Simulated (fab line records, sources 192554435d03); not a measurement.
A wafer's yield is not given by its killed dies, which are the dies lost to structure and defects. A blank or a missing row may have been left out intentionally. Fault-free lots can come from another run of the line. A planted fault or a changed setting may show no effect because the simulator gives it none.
fab line records	flow n5Finfet
record: lots: 5	wafers: 14	lastDay: 19
route steps=1938 shown BEOL_M0@736 BEOL_M1@751 BEOL_M4@1111 PASSIVATION@1936
lots that met no fault: taken from a fault-free run of the same line
startH: start of the lot's first displayed wafer, in hours after the record's first day	waitH: hours from the lot's prior step to this one	" the same as in the row above	L1.1+2: one row covering several wafers at once	- no value present, or no start provided	* or withheld: withheld	< > ~ a bound
route shown NAME@n: names a module that has steps shown in the file, with the first one's number in the route	usual: mean/standard deviation of fault-free wafers	same: alike in all rows	chamber/n: place in a boat	sites: each site's reading	_std_site: standard deviation of those values	_edge_site: outer sites' mean less inner sites'	radiusMm: for every site, how far away it sits from the centre of the wafer	mask NAME#n: copy n	behind: the tool/chamber that last shaped the wafer	hold: what put the lot on hold/how long, in hours/how the hold closed	device: the n, p or np transistor that did not switch	end of line: the route-end tests of the same wafers	a step without rows: its recipe alone	killed: the dies lost at the first sort to structure and to defects; this is not the yield of the wafer	map: dies across one wafer; x = killed, . = not, _ = none there
set.NAME: setting as actually run; set.NAME@STEP: the setting as run at that earlier step	model.NAME: the simulator's own value behind a step, which no gauge read
lots seen at some steps along the route; tables by step, rows by wafer
services: from which hour (startH, from the record's first day; less than 0 if before it) a tool's chamber was out of use, for how many hours, and why
== steps ==
step: N5_BEOL_M0_SPUTTER_132
recipe: material: Cu	targetThkA: 40	tempC: -20	chamberPressurePa: 0.07	powerW: withheld	timeS: 7.37
step: N5_BEOL_M0_ANNEAL_133
recipe: tempC: 400	timeS: 60	ambient: vacuum
step: N5_BEOL_M0_SPUTTER_134
recipe: material: Cu	targetThkA: 40	tempC: -20	chamberPressurePa: 0.07	powerW: withheld	timeS: 7.37
step: N5_BEOL_M0_ANNEAL_135
recipe: tempC: 400	timeS: 60	ambient: vacuum
step: N5_BEOL_M0_SPUTTER_141
recipe: material: Cu	targetThkA: 40	tempC: -20	chamberPressurePa: 0.07	powerW: withheld	timeS: 7.37
step: N5_BEOL_M0_ECD_118
recipe: material: Cu	targetThkA: 3000
step: N5_BEOL_M0_ANNEAL_119
recipe: tempC: 225	timeS: 90	ambient: N2
step: N5_BEOL_M0_CMP_120
recipe: stopOn: SiOC	tOverpolishS: 6.9	downForcePsi: 1	platenRpm: 50	clearingPlatenDownForcePsi: 1.5	clearingPlatenRpm: 50	postCmpClean: cuAlkaline	clearingPlatenPadVelocityMS: 0.99484	padVelocityMS: 0.99484
step: N5_BEOL_M0_PRE_CLEAN_131
recipe: gas: NH3/H2	timeS: 15	tempC: *	rfPowerW: 300
step: N5_BEOL_M0_CO_CAP_123
recipe: material: Co	targetThkA: 20	tempC: 200	precursor: CCTBA/H2	pressureTorr: 30	timeS: 102.1
step: N5_BEOL_M0_PRE_CLEAN_124
recipe: gas: NH3	timeS: 15	tempC: withheld	rfPowerW: 300
step: N5_BEOL_M0_DEP_125
recipe: material: SiCN	targetThkA: 80	tempC: withheld	precursor: 3MS/NH3	pressureTorr: 3	rfW: 202	timeS: 14
usual: showerheadPlenumPTorr: 3.657/0.014	throttleValvePct: 9.0/0.55
lot.wafer	tool	chamber	startH	waitH	showerheadPlenumPTorr	throttleValvePct	model.SiCN_of_BEOL_M0_DEP_125.thkNm
L418.3	pecvd-01	1	145.90	0.0	3.679	9.7	8
L418.4	"	2	"	"	3.666	8.6	8
L418.5	"	1	"	"	3.672	9.6	8
L426.2	pecvd-01	1	253.13	0.0	3.672	9.6	8
L426.3	"	2	"	"	3.656	8.2	7.8
L426.4	"	1	"	"	3.681	9.8	11
L431.1	pecvd-01	2	255.43	0.0	3.666	8.2	8.2
L431.4	"	0	"	"	3.652	9.8	11.2
L430.1	pecvd-01	2	255.66	0.0	3.679	8.3	8
L430.3	"	1	"	"	3.673	9.7	8
L430.6	"	1	"	"	3.674	9.7	11
L437.1	pecvd-03	0	257.78	0.0	3.657	9.1	8
L437.2	"	2	"	"	3.646	8.4	8
L437.3	"	1	"	"	3.637	8.1	7.8
step: N5_BEOL_M1_ILD_DEP_00
recipe: material: SiOC	targetThkA: 790	tempC: 350	precursor: DEMS/O2	pressureTorr: 5	rfW: 500	timeS: 15.3
step: N5_BEOL_M1_PECVD_72
recipe: material: SiO2	targetThkA: 160	tempC: 400	precursor: TEOS/O2	pressureTorr: 5.5	rfW: 450	teosFlowSccm: 53.8	gas: O2	flowSccm: 3000	timeS: 18
step: N5_BEOL_M1_HM_DEP_02
recipe: material: TiN	targetThkA: 200	tempC: 25	chamberPressurePa: 0.49996
step: N5_BEOL_M1_COAT_61
recipe: resist: SOC	tempC: 250	timeS: 60	spinRpm: 1500	resistThkNm: 60
step: N5_BEOL_M1_COAT_62
recipe: resist: SiARC	tempC: 220	timeS: 60	spinRpm: 1500	resistThkNm: 12
step: N5_BEOL_M1_COAT_73
recipe: resist: underlayer	tempC: 205	timeS: 60	spinRpm: 1500	resistThkNm: 5
step: N5_BEOL_M1_COAT_05
recipe: resist: CAR-EUV	spinRpm: 1500	resistThkNm: 30
step: N5_BEOL_M1_EBR_07
recipe: solvent: PGMEA	ebrWidthMm: 1.5
step: N5_BEOL_M1_SOFTBAKE_06
recipe: tempC: 110	timeS: 60	resist: CAR-EUV
step: N5_BEOL_M1_EXPOSE_08
recipe: maskId: M1	na: 0.33	sourceShape: dipole	sigmaInner: 0.369	sigmaOuter: 0.767	polarization: unpolarized	doseMj: 33
step: N5_BEOL_M1_PEB_09
recipe: pebTempC: 100	pebTimeS: 60	resist: CAR-EUV
step: N5_BEOL_M1_DEVELOP_10
recipe: developTimeS: 30	developer: TMAH	resist: CAR-EUV	rinseLiquid: surfactantRinse	dry: airSpin	devTempC: 23
step: N5_BEOL_M1_DESCUM_16
recipe: chemistry: O2	timeS: 7	sourcePowerW: 50	biasPowerW: 20	pressureMtorr: 20	rfFrequencyHz: 2.712e+07	tempC: 40	resist: CAR-EUV	o2FlowSccm: 225
step: N5_BEOL_M1_ETCH_74
recipe: chemistry: N2/H2	target: underlayer	targetDepthA: 65	maskMaterial: CAR-EUV	timeS: 5.2	ionEnergyEv: 200	pressureMtorr: 30	sourceW: 840	biasW: 150	n2FlowSccm: 200	h2FlowSccm: 200	ends: cleared
step: N5_BEOL_M1_ETCH_63
recipe: chemistry: CF4	target: SiARC	targetDepthA: 156	maskMaterial: CAR-EUV	timeS: 26	ionEnergyEv: 80	pressureMtorr: 40	sourceW: 545	biasW: 36	Ar_flow_sccm: 100	cf4FlowSccm: 100	ends: cleared
step: N5_BEOL_M1_ETCH_64
recipe: chemistry: N2/H2	target: SOC	targetDepthA: 750	overetchA: 150	maskMaterial: SiARC	tempC: 40	timeS: 112.5	ionEnergyEv: 200	pressureMtorr: 30	sourceW: 840	biasW: 150	n2FlowSccm: 200	h2FlowSccm: 200
step: N5_BEOL_M1_STRIP_65
recipe: chemistry: N2/H2	tempC: 40	n2FlowSccm: 200	h2FlowSccm: 200	rfFrequencyHz: 6e+07
step: N5_BEOL_M1_STRIP_75
recipe: chemistry: N2/H2	tempC: 40	n2FlowSccm: 200	h2FlowSccm: 200	rfFrequencyHz: 6e+07
step: N5_BEOL_M1_STRIP_66
recipe: chemistry: CF4	resist: SiARC	powerW: 300	biasPowerW: 75	pressureMtorr: 50	cf4FlowSccm: 150	rfFrequencyHz: 6e+07
step: N5_BEOL_M1_HM_OPEN_17
recipe: chemistry: Cl2/BCl3	targetDepthA: 200	overetchA: 60	target: TiN	maskMaterial: SOC	ionEnergyEv: 150	pressureMtorr: 10	icpW: 1000	biasW: 126	Cl2_flow_sccm: 53.25	bcl3FlowSccm: 21.75	Ar_flow_sccm: 25
step: N5_BEOL_M1_STRIP_19
recipe: chemistry: O2	powerW: 400	tempC: 40	pressureMtorr: 30	rfFrequencyHz: 6e+07	biasPowerW: 0	overashFraction: 0.2	o2FlowSccm: 225
step: N5_BEOL_M1_COAT_67
recipe: resist: SOC	tempC: 250	timeS: 60	spinRpm: 1500	resistThkNm: 60
step: N5_BEOL_M1_CMP_52
recipe: stopOn: SiOC	tOverpolishS: 6.8	downForcePsi: 1	platenRpm: 50	clearingPlatenDownForcePsi: 1.5	clearingPlatenRpm: 50	postCmpClean: cuAlkaline	targetThkNm: 40	clearingPlatenPadVelocityMS: 0.99484	padVelocityMS: 0.99484
usual: barrierFieldEndpointS: 24.7/0.7	clearingPlatenDownForcePsi: 1.500/0.0031	headPressurePsi: 0.9998/0.0021	motorCurrentA: 6.3/0.47	overpolishRunS: 6.798/0.0093	padLifeWafers: 1094/650	timeToEndpointS: 63/3
lot.wafer	tool	chamber	startH	waitH	barrierFieldEndpointS	clearingPlatenDownForcePsi	headPressurePsi	motorCurrentA	overpolishRunS	padLifeWafers	timeToEndpointS	model.Cu_of_BEOL_M1_ECD_50.thkNm
L418.3	cmp-03	2	156.04	0.2	23.0	1.499	0.9995	6.0	6.792	834	58	40.8
L418.4	"	3	"	"	24.4	1.505	1.0000	6.0	6.799	835	62	41.4
L418.5	"	3	"	"	24.9	1.501	1.0011	6.3	6.793	-	62	41.4
L426.2	cmp-04	0	259.48	0.4	23.5	1.499	0.9985	6.5	6.779	2089	53	36.8
L426.3	"	1	"	"	23.9	1.498	0.9989	7.0	6.787	2090	59	40.2
L426.4	"	2	"	"	24.6	1.503	0.9975	6.4	6.792	2091	60	42.8
L431.1	cmp-02	1	262.91	0.3	23.8	1.499	1.0022	6.6	6.799	409	62	40
L431.4	"	2	"	"	23.9	1.500	1.0007	5.5	6.806	410	60	44.2
L430.1	cmp-03	2	266.75	0.4	23.5	1.497	1.0020	6.3	6.821	1872	64	40
L430.3	"	1	"	"	23.8	1.503	1.0010	5.7	6.820	1875	61	39.4
L430.6	"	3	"	"	24.1	1.499	0.9965	5.8	6.789	-	65	42.6
L437.1	cmp-04	0	269.81	0.3	24.9	1.502	0.9979	6.3	6.784	36	64	38.6
L437.2	"	1	"	"	25.1	1.504	1.0026	6.8	6.813	37	69	40.4
L437.3	"	2	"	"	25.1	1.497	1.0040	6.5	6.806	38	70	40.6
step: N5_BEOL_M4_RC_MEAS_101
usual: DIBL_N: 36.3/1.7	DIBL_P: 36.5/2.1	IOFF_N: 0.16/0.03	IOFF_P: 0.22/0.035	ION_N: 675/11	ION_P: 465/7.1	SS_N: 71.5/0.62	SS_P: 73.3/0.64	VT_N: 250/3.1	VT_P: -249.1/3
lot.wafer	tool	chamber	startH	waitH	DIBL_N[mV/V]	DIBL_P[mV/V]	IOFF_N[nA/um]	IOFF_P[nA/um]	ION_N[uA/um]	ION_P[uA/um]	SS_N[mV/dec]	SS_P[mV/dec]	VT_N[mV]	VT_P[mV]
L418.3	prober-01	0	190.46	0.3	35.0	36.2	0.15	0.21	666	464	71.9	72.5	253	-250.3
L418.4	"	0	"	"	34.3	35.5	0.14	0.20	676	464	71.3	72.9	254	-251.1
L418.5	"	0	"	"	37.5	39.4	0.20	0.27	684	472	72.1	74.4	246	-244.4
L426.2	prober-01	0	299.82	0.2	38.4	39.9	0.22	0.27	679	465	73.0	74.6	243	-249.3
L426.3	"	0	"	"	32.5	32.4	0.11	0.16	658	457	70.7	72.2	255	-253.3
L426.4	"	0	"	"	33.8	34.4	0.13	0.18	676	464	71.4	72.3	252	-251.8
L431.1	prober-01	0	321.54	0.0	36.5	39.3	0.16	0.22	681	463	72.2	73.0	250	-251.0
L431.4	"	0	"	"	32.1	33.2	0.09	0.14	647	451	70.6	70.9	260	-257.1
L430.1	prober-02	0	324.84	0.0	34.0	35.5	0.15	0.19	673	461	71.8	72.8	247	-250.5
L430.3	"	0	"	"	32.5	34.6	0.13	0.18	652	449	69.9	73.1	253	-250.0
L430.6	"	0	"	"	33.7	36.5	0.14	0.21	664	464	71.2	73.8	251	-247.5
L437.1	prober-02	0	332.04	0.0	35.3	37.3	0.16	0.22	697	477	71.7	73.4	247	-247.2
L437.2	"	0	"	"	37.0	38.8	0.19	0.24	684	466	71.6	73.7	247	-247.8
L437.3	"	0	"	"	36.2	38.5	0.17	0.26	688	474	71.9	74.0	247	-246.5
step: N5_PASSIVATION_PROBE_49
usual: defectLimitedYield: 91.2/1.4	killed_at_M0_to_M3: 36/10	killed_at_M4_up: 13/5.1	killedAtContacts: 12/5.4	killedAtFrontEnd: 39/11	killedAtOther: 3.5/2.4	killedDies: 104/17	killedOnRim: 14/3.8	killedOpen: 67/13	killedShort: 36/8.3	sort_bin_5_function: 5.2/0.98	sort_bin_6_memory: 3.3/0.68	sortNPass: 1076/17	sortYieldPct: 91.2/1.4
same: grossDies: 1180	killedAtBackSide: 0	sort_bin_4_leakage[%]: 0	sort_bin_8_speed[%]: 0
lot.wafer	tool	chamber	startH	waitH	defectLimitedYield[%]	killed_at_M0_to_M3	killed_at_M4_up	killedAtContacts	killedAtFrontEnd	killedAtOther	killedDies	killedOnRim	killedOpen	killedShort	sort_bin_5_function[%]	sort_bin_6_memory[%]	sortNPass	sortYieldPct[%]
L418.3	prober-02	-	275.34	0.1	93.3	31	14	5	23	6	79	7	55	22	3.4	3.0	1101	93.3
L418.4	prober-02	-	275.39	0.2	92.8	31	10	12	29	3	85	16	54	30	4.6	2.2	1095	92.8
L418.5	prober-02	-	275.44	0.2	93.1	31	6	16	24	4	81	10	47	34	4.2	2.4	1099	93.1
L426.2	prober-01	-	410.53	0.3	90.1	48	16	10	43	0	117	15	78	37	5.8	3.7	1063	90.1
L426.3	prober-01	-	410.58	0.3	89.5	45	11	11	55	2	124	21	70	51	6.1	4.2	1056	89.5
L426.4	prober-01	-	410.63	0.4	91.4	49	13	9	29	2	102	15	70	32	4.8	3.3	1078	91.4
L431.1	prober-01	-	448.83	0.0	92.0	35	18	10	28	3	94	9	59	35	5.3	2.5	1086	92.0
L431.4	prober-01	-	448.98	0.2	91.3	25	14	8	53	3	103	11	65	37	5.5	3.0	1077	91.3
L437.1	prober-01	-	458.31	0.0	90.8	37	10	8	49	5	109	15	75	34	5.1	3.8	1071	90.8
L437.2	prober-01	-	458.36	0.1	91.8	42	5	12	34	4	97	14	69	28	5.5	2.4	1083	91.8
L437.3	prober-01	-	458.41	0.1	89.9	36	19	24	34	6	119	11	83	35	6.7	3.3	1061	89.9
L430.1	prober-01	-	459.56	0.0	90.9	42	17	16	29	3	107	14	76	31	4.7	4.2	1073	90.9
L430.3	prober-01	-	459.66	0.1	89.2	40	23	7	44	13	127	17	79	47	6.6	3.3	1053	89.2
L430.6	prober-01	-	459.81	0.3	91.9	50	10	5	28	3	96	11	66	26	5.1	2.8	1084	91.9
killed by level:class
L418.3 BEOL_M2:geometricParticle:open=12 BEOL_M0_SAQP:geometricParticle:short=6 DUMMY_GATE:geometricParticle:open=4 MOL_CONTACT_COAG:geometricParticle:open=4 BEOL_M0_SAQP:geometricParticle:open=4 BEOL_M4:geometricParticle:open=4 PAD_METAL:geometricParticle:open=4 BEOL_M3:geometricParticle:open=3
L418.4 BEOL_M2:geometricParticle:open=9 MOL_CONTACT_COAG:geometricParticle:open=7 FIN_SAQP:geometricParticle:short=6 DUMMY_GATE:geometricParticle:open=6 BEOL_M0_SAQP:geometricParticle:short=6 BEOL_M0_SAQP:geometricParticle:open=6 BEOL_M3:geometricParticle:open=6 MOL_CONTACT_COAG:geometricParticle:short=5
L418.5 MOL_CONTACT_COAG:geometricParticle:open=12 BEOL_M0_SAQP:geometricParticle:short=8 BEOL_M2:geometricParticle:open=7 FIN_SAQP:geometricParticle:short=6 BEOL_M0_SAQP:geometricParticle:open=5 STI_FIN_REVEAL:geometricParticle:open=4 MOL_CONTACT_COAG:geometricParticle:short=4 GATE_CUT:geometricParticle:open=3
L426.2 BEOL_M0_SAQP:geometricParticle:open=18 FIN_SAQP:geometricParticle:short=11 FIN_SAQP:geometricParticle:open=10 BEOL_M0_SAQP:geometricParticle:short=10 MOL_CONTACT_COAG:geometricParticle:open=9 BEOL_M2:geometricParticle:open=7 BEOL_M3:geometricParticle:open=7 STI_FIN_REVEAL:geometricParticle:open=6
L426.3 BEOL_M2:geometricParticle:open=14 FIN_SAQP:geometricParticle:short=12 MOL_CONTACT_COAG:geometricParticle:open=11 BEOL_M0_SAQP:geometricParticle:open=10 BEOL_M3:geometricParticle:open=7 STI_FIN_REVEAL:geometricParticle:open=6 GATE_CUT:geometricParticle:short=6 STARTING-WAFER:geometricParticle:short=6
L426.4 BEOL_M0_SAQP:geometricParticle:open=17 BEOL_M0_SAQP:geometricParticle:short=15 FIN_SAQP:geometricParticle:short=8 MOL_CONTACT_COAG:geometricParticle:open=8 BEOL_M2:geometricParticle:open=8 STI_FIN_REVEAL:geometricParticle:open=7 FIN_SAQP:geometricParticle:open=6 BEOL_M4:geometricParticle:open=5
L431.1 MOL_CONTACT_COAG:geometricParticle:open=9 BEOL_M0_SAQP:geometricParticle:open=9 BEOL_M0_SAQP:geometricParticle:short=9 FIN_SAQP:geometricParticle:short=7 BEOL_M1:geometricParticle:open=7 BEOL_M4:geometricParticle:open=7 BEOL_M2:geometricParticle:open=6 FIN_SAQP:geometricParticle:open=5
L431.4 STI_FIN_REVEAL:geometricParticle:open=14 GATE_CUT:geometricParticle:short=9 BEOL_M0_SAQP:geometricParticle:open=9 BEOL_M4:geometricParticle:open=8 FIN_SAQP:geometricParticle:open=7 BEOL_M0_SAQP:geometricParticle:short=7 FIN_SAQP:geometricParticle:short=6 MOL_CONTACT_COAG:geometricParticle:open=6
L437.1 BEOL_M0_SAQP:geometricParticle:open=15 FIN_SAQP:geometricParticle:short=13 BEOL_M2:geometricParticle:open=10 DUMMY_GATE:geometricParticle:open=7 FIN_SAQP:geometricParticle:open=6 MOL_CONTACT_COAG:geometricParticle:open=6 STI_FIN_REVEAL:geometricParticle:open=5 BEOL_M0_SAQP:geometricParticle:short=5
L437.2 STI_FIN_REVEAL:geometricParticle:open=12 BEOL_M2:geometricParticle:open=12 BEOL_M0_SAQP:geometricParticle:short=9 BEOL_M0_SAQP:geometricParticle:open=8 BEOL_M3:geometricParticle:open=8 MOL_CONTACT_COAG:geometricParticle:open=7 DUMMY_GATE:geometricParticle:open=6 MOL_CONTACT_COAG:geometricParticle:short=5
L437.3 MOL_CONTACT_COAG:geometricParticle:open=23 BEOL_M2:geometricParticle:open=12 BEOL_M4:geometricParticle:open=8 STI_FIN_REVEAL:geometricParticle:open=6 BEOL_M0_SAQP:geometricParticle:short=6 BEOL_M0_SAQP:geometricParticle:open=5 FIN_SAQP:geometricParticle:open=4 FIN_SAQP:geometricParticle:short=4
L430.1 BEOL_M0_SAQP:geometricParticle:open=15 MOL_CONTACT_COAG:geometricParticle:open=14 BEOL_M0_SAQP:geometricParticle:short=13 FIN_SAQP:geometricParticle:open=9 BEOL_M4:geometricParticle:open=6 FIN_SAQP:geometricParticle:short=5 STI_FIN_REVEAL:geometricParticle:open=4 BEOL_M3:geometricParticle:open=4
L430.3 BEOL_M0_SAQP:geometricParticle:open=18 FIN_SAQP:geometricParticle:short=15 STI_FIN_REVEAL:geometricParticle:open=11 BEOL_M4:geometricParticle:open=9 BEOL_M0_SAQP:geometricParticle:short=9 FIN_SAQP:geometricParticle:open=7 BEOL_M3:geometricParticle:open=5 MIM_TOP:geometricParticle:open=5
L430.6 BEOL_M0_SAQP:geometricParticle:open=16 BEOL_M2:geometricParticle:open=14 BEOL_M0_SAQP:geometricParticle:short=8 FIN_SAQP:geometricParticle:open=6 FIN_SAQP:geometricParticle:short=6 STI_FIN_REVEAL:geometricParticle:open=5 MOL_CONTACT_COAG:geometricParticle:open=4 BEOL_M3:geometricParticle:open=4
== services ==
tool	chamber	startH	hours	kind
pecvd-01	0	143.63	2.1	scheduledDown
cmp-02	-	148.68	4.5	pm
cmp-02	-	157.30	15.4	pm
pecvd-03	1	159.99	5.5	scheduledDown
cmp-04	-	175.51	0.9	repair
cmp-02	-	194.57	0.9	repair
cmp-02	-	197.27	4.0	pm
cmp-02	-	201.27	-	consumableReplace:conditioner
cmp-02	-	201.27	-	consumableReplace:pad
pecvd-01	2	202.38	-	clean
pecvd-01	2	202.38	-	consumableReplace:showerhead
pecvd-01	2	202.38	29.0	scheduledDown
pecvd-01	2	202.38	29.0	ventCycle
pecvd-03	0	216.13	2.1	scheduledDown
cmp-02	-	220.92	0.7	repair
cmp-02	-	227.92	8.2	pm
cmp-04	-	232.84	6.7	pm
cmp-04	-	242.61	2.7	repair
cmp-02	-	254.58	1.5	repair
cmp-04	-	259.90	4.0	pm
cmp-04	-	263.90	-	consumableReplace:conditioner
cmp-04	-	263.90	-	consumableReplace:pad
== key ==
firstSign none at tools or gauges
modelEffect: step: N5_BEOL_M0_DEP_125	value: SiCN_of_BEOL_M0_DEP_125.thkNm	without: 8.067	struck: 11.07
modelEffect: step: N5_BEOL_M1_CMP_52	value: Cu_of_BEOL_M1_ECD_50.thkNm	without: 40.33	struck: 43.2
metAt N5_BEOL_M0_DEP_125
struckWafers L426.4,L430.6,L431.4
onsetBetween 145.90 253.13
fault: kind: processParameterDrift	tool: pecvd-01	chamber: -	onsetH: 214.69	steps: N5_BEOL_M0_DEP_125	channel: timeS	offset: *	shape: step	endH: 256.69	scope: struckWafersOnly	actsIn: *	stated: *
